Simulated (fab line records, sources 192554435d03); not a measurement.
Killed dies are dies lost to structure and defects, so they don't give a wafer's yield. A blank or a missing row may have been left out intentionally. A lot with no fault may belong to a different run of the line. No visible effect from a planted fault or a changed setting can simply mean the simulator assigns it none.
Struck lot and sound lot, side by side | flow n5-finfet | 21 steps out of a route of 1938
Sound: these wafers, L231.1, L231.3, L231.5. The struck wafers were L222.2, L222.3, L222.6. The cause is named last.
Per side, at each step with rows, come the tool, then ch with its chambers, and then its first start. Under that, the readings that differ: sound wafers | struck wafers | difference of the means | sigmas: that difference in standard deviations of wafers without a fault.
alike: readings with means less than 2 such deviations apart, plus words and numbers identical on both sides. not compared: withheld readings, readings lacking a value on some wafer, bounds such as >300 that could conceal the same value, and numbers that have no deviation in the record and whose values overlap.
The two part at a step that has a row with sigmas, a row that says differs or no value, or rows on one side only. Non-overlapping numbers with no deviation appear without sigmas and do not part them. Lack of a reading on every wafer of one side parts them only where that side has two or more wafers.

first, 9 steps without rows for these wafers: N5_MOL_CONTACT_COAG_CMP_23 (polishes, stops on SiO2, t overpolish 1.5 s, target thk 0 nm); N5_MOL_CONTACT_COAG_WET_ETCH_26 (target Co, target depth 13 nm); N5_MOL_CONTACT_COAG_WET_ETCH_116 (etches the open film in SC1-inhibited, target depth 4.6 nm, rinse time 30 s); N5_MOL_CONTACT_COAG_ALD_27 (deposits SiOC, target thk 17 nm, pulse time 1.5 s, time 2720 s); N5_MOL_CONTACT_COAG_CMP_28 (polishes, stops on SiNx, t overpolish 0.85 s, target thk 14.522 nm); N5_MOL_CONTACT_COAG_ALD_123 (deposits SiNx, target thk 5 nm, pulse time 1 s, purge time 2 s); N5_MOL_CONTACT_COAG_PECVD_31 (deposits SiO2 from TEOS/O2, target thk 46 nm, time 8.9 s); N5_MOL_CONTACT_COAG_COAT_75 (time 60 s, resist thk 60 nm); N5_MOL_CONTACT_COAG_COAT_76 (time 60 s, resist thk 10 nm).
N5_MOL_CONTACT_COAG_COAT_77: time 60 s, resist thk 10 nm.
  sound on litho-track-01 ch 0, day 10 21:32; struck on litho-track-05 ch 0, day 8 17:47
  reading              | sound                | struck               | difference | sigmas
  spin-speed-rpm (rpm) | 1500.2 1500.8 1499.0 | 1534.0 1535.6 1535.5 | +35.0      | +38
then, 7 steps without rows for these wafers: N5_MOL_CONTACT_COAG_COAT_78 (resist thk 40 nm); N5_MOL_CONTACT_COAG_EBR_80; N5_MOL_CONTACT_COAG_SOFTBAKE_79 (time 60 s); N5_MOL_CONTACT_COAG_EXPOSE_81 (exposes mask VG, defocus 0 nm); N5_MOL_CONTACT_COAG_PEB_82 (peb time 60 s); N5_MOL_CONTACT_COAG_DEVELOP_83 (develop time 30 s); N5_MOL_CONTACT_COAG_DESCUM_88 (chemistry O2, time 7 s).
N5_MOL_CONTACT_COAG_ETCH_89: etches underlayer in N2/H2, target depth 13 nm, time 10.4 s.
  sound on rie-diel-02 ch 1,2,3, day 10 23:28; struck on rie-diel-02 ch 0,1,2, day 8 18:21
  reading                  | sound            | struck          | difference | sigmas
  model.etch.depth-nm (nm) | 9.947 9.962 9.96 | 9.93 9.94 9.915 | -0.03      |
  alike: drypump-motor-current-A, etch-rf-on-time-s, oes-product-au, rf-fwd-power-W, rf-vpp-V, showerhead-plenum-p-Torr, throttle-valve-pct
  not compared: rf-hours-counter-h
then, 1 step without rows for these wafers: N5_MOL_CONTACT_COAG_ETCH_90 (etches SiARC in CF4, target depth 13 nm, time 21.7 s).
-- a jump in the record: the struck wafers' starts before and after are 5 days apart (it breaks off in module MOL_CONTACT_COAG and resumes in module BEOL_M4, where the first step shown is number 1111 of the route) --
N5_BEOL_M4_RC_MEAS_101:
  sound on prober-02 ch 0, day 14 08:19; struck on prober-01 ch 0, day 13 06:39
  alike: DIBL_N, DIBL_P, IOFF_N, IOFF_P, ION_N, ION_P, SS_N, SS_P, VT_N, VT_P
following that, these wafers have no rows for 1 step: N5_PASSIVATION_PROBE_49.

## WHERE THEY PART
Within this record, at N5_MOL_CONTACT_COAG_COAT_77 only. Later steps at which nothing parts them and some readings are alike: N5_MOL_CONTACT_COAG_ETCH_89, N5_BEOL_M4_RC_MEAS_101.

WHY: what the simulator had put in
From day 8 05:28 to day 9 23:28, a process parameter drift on litho-track-05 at N5_MOL_CONTACT_COAG_COAT_77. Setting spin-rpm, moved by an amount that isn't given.
